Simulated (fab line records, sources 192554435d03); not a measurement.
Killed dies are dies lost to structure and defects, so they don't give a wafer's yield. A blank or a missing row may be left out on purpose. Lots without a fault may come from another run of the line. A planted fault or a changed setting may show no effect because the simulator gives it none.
Chamber matching | flow n5_finfet | N5_MOL_CONTACT_COAG_ETCH_105 on rie_diel-02: 4 sister chambers
The step etches SiARC in CF4, target depth 15.6 nm, time 26 s. 14 wafers are shown with their chamber, then 7 later ones without.

WAFERS WITH THEIR CHAMBER
wafer  | chamber | drypump_motor_current_A (A) | throttle_valve_pct (%) | showerhead_plenum_p_Torr (Torr)
L074.1 | 1       | 5.8                         | 15.69                  | 2.15
L074.3 | 3       | 5.2                         | 15.56                  | 2.16
L074.4 | 2       | 6.7                         | 15.96                  | 2.24
L075.2 | 1       | 5.8                         | 15.71                  | 2.15
L075.5 | 1       | 5.8                         | 15.70                  | 2.15
L075.6 | 3       | 5.2                         | 15.54                  | 2.16
L078.3 | 1       | 5.8                         | 15.71                  | 2.15
L078.4 | 3       | 5.2                         | 15.58                  | 2.15
L078.5 | 2       | 6.6                         | 15.98                  | 2.24
L081.1 | 1       | 5.8                         | 15.72                  | 2.14
L081.3 | 0       | 6.2                         | 15.50                  | 2.20
L081.4 | 2       | 6.6                         | 15.98                  | 2.24
L092.2 | 2       | 6.6                         | 16.02                  | 2.23
L092.4 | 3       | 5.2                         | 15.63                  | 2.15

SIGNATURES (means of the wafers above)
reading                  | chamber 0 | chamber 1 | chamber 2 | chamber 3 | scatter within a chamber
drypump_motor_current_A  | 6.200     | 5.800     | 6.625     | 5.200     | 0.0274
throttle_valve_pct       | 15.5000   | 15.7060   | 15.9850   | 15.5775   | 0.0263
showerhead_plenum_p_Torr | 2.2000    | 2.1480    | 2.2375    | 2.1550    | 0.00505
Rule: a wafer's distance from a chamber is the root of the sum, over the readings, of the square of ((its reading less the chamber's mean) divided by the reading's scatter). The wafer belongs to the nearest chamber; if the next one is less than 2 further off, it can't be placed. The scatter: the root of (the sum of the squares of (reading less its chamber's mean) over the shown wafers, divided by (wafers less chambers)).

WAFERS WITHOUT THEIR CHAMBER
wafer  | drypump_motor_current_A (A) | throttle_valve_pct (%) | showerhead_plenum_p_Torr (Torr)
L092.5 | 6.6                         | 16.04                  | 2.23
L093.3 | 5.8                         | 15.75                  | 2.14
L093.5 | 6.6                         | 16.04                  | 2.23
L093.6 | 5.2                         | 15.63                  | 2.15
L091.3 | 5.8                         | 15.78                  | 2.13
L091.4 | 6.2                         | 15.56                  | 2.19
L091.5 | 6.2                         | 15.55                  | 2.19

WHICH CHAMBER EACH WENT THROUGH
wafer  | from the rows above | in truth
L092.5 | 2                   | 2
L093.3 | 1                   | 1
L093.5 | 2                   | 2
L093.6 | 3                   | 3
L091.3 | 1                   | 1
L091.4 | 0                   | 0
L091.5 | 0                   | 0
Placed correctly: 7 of 7. Can't be placed from these rows: 0. Placed wrongly: 0.
